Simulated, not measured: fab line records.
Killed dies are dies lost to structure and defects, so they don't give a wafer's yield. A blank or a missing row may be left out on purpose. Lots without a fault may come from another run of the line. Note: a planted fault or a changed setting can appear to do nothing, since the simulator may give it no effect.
Matching of chambers | flow n5_finfet | 4 sister chambers for N5_HKMG_FIN_ETCH_58 on rie_diel-05
The step etches SOC in N2/H2, target depth 215.8 nm, time 741 s. 15 wafers are shown with their chamber, then 7 later ones without.

## WAFERS PAIRED WITH THEIR CHAMBERS
wafer  | chamber | drypump_motor_current_A (A) | showerhead_plenum_p_Torr (Torr) | throttle_valve_pct (%)
L515.1 | 1       | 5.0                         | 2.54                            | 17.62
L515.2 | 0       | 5.9                         | 2.43                            | 17.74
L515.5 | 3       | 6.1                         | 2.62                            | 17.49
L519.2 | 2       | 6.0                         | 2.42                            | 18.05
L519.3 | 3       | 6.1                         | 2.61                            | 17.50
L519.6 | 3       | 6.1                         | 2.61                            | 17.50
L520.1 | 2       | 5.9                         | 2.42                            | 18.05
L520.4 | 0       | 5.9                         | 2.42                            | 17.78
L520.6 | 1       | 5.0                         | 2.54                            | 17.66
L523.1 | 2       | 6.0                         | 2.42                            | 18.06
L523.2 | 1       | 5.0                         | 2.54                            | 17.64
L523.6 | 0       | 5.9                         | 2.42                            | 17.77
L528.1 | 1       | 5.0                         | 2.53                            | 17.67
L528.3 | 3       | 6.1                         | 2.61                            | 17.53
L531.3 | 0       | 5.9                         | 2.41                            | 17.80

SIGNATURES (means of the wafers above)
reading                  | chamber 0 | chamber 1 | chamber 2 | chamber 3 | scatter within a chamber
drypump_motor_current_A  | 5.900     | 5.000     | 5.967     | 6.100     | 0.0246
showerhead_plenum_p_Torr | 2.4200    | 2.5375    | 2.4200    | 2.6125    | 0.00564
throttle_valve_pct       | 17.7725   | 17.6475   | 18.0533   | 17.5050   | 0.0198
Rule: a wafer lies at a distance from a chamber equal to the root of the sum of squares, over the readings, of (its reading less the chamber's mean, divided by the reading's scatter). If the next closest chamber is less than 2 further off than the closest, the wafer can't be placed; otherwise it belongs to the closest. The scatter: the root of (the sum of the squares of (reading less its chamber's mean) over the shown wafers, divided by (wafers less chambers)).

## WAFERS WITH NO CHAMBER GIVEN
wafer  | drypump_motor_current_A (A) | showerhead_plenum_p_Torr (Torr) | throttle_valve_pct (%)
L531.5 | 5.9                         | 2.41                            | 17.78
L531.6 | 5.0                         | 2.53                            | 17.65
L534.1 | 5.9                         | 2.41                            | 17.79
L534.4 | 5.0                         | 2.53                            | 17.68
L538.1 | 5.0                         | 2.52                            | 17.70
L538.2 | 6.2                         | 2.60                            | 17.58
L538.3 | 5.9                         | 2.41                            | 17.82

## THE CHAMBER EACH PASSED THROUGH
wafer  | from the rows above | in truth
L531.5 | 0                   | 0
L531.6 | 1                   | 1
L534.1 | 0                   | 0
L534.4 | 1                   | 1
L538.1 | 1                   | 1
L538.2 | 3                   | 3
L538.3 | 0                   | 0
Correct placement for 7 of the 7. From these rows, 0 cannot be placed. 0 placed wrongly.
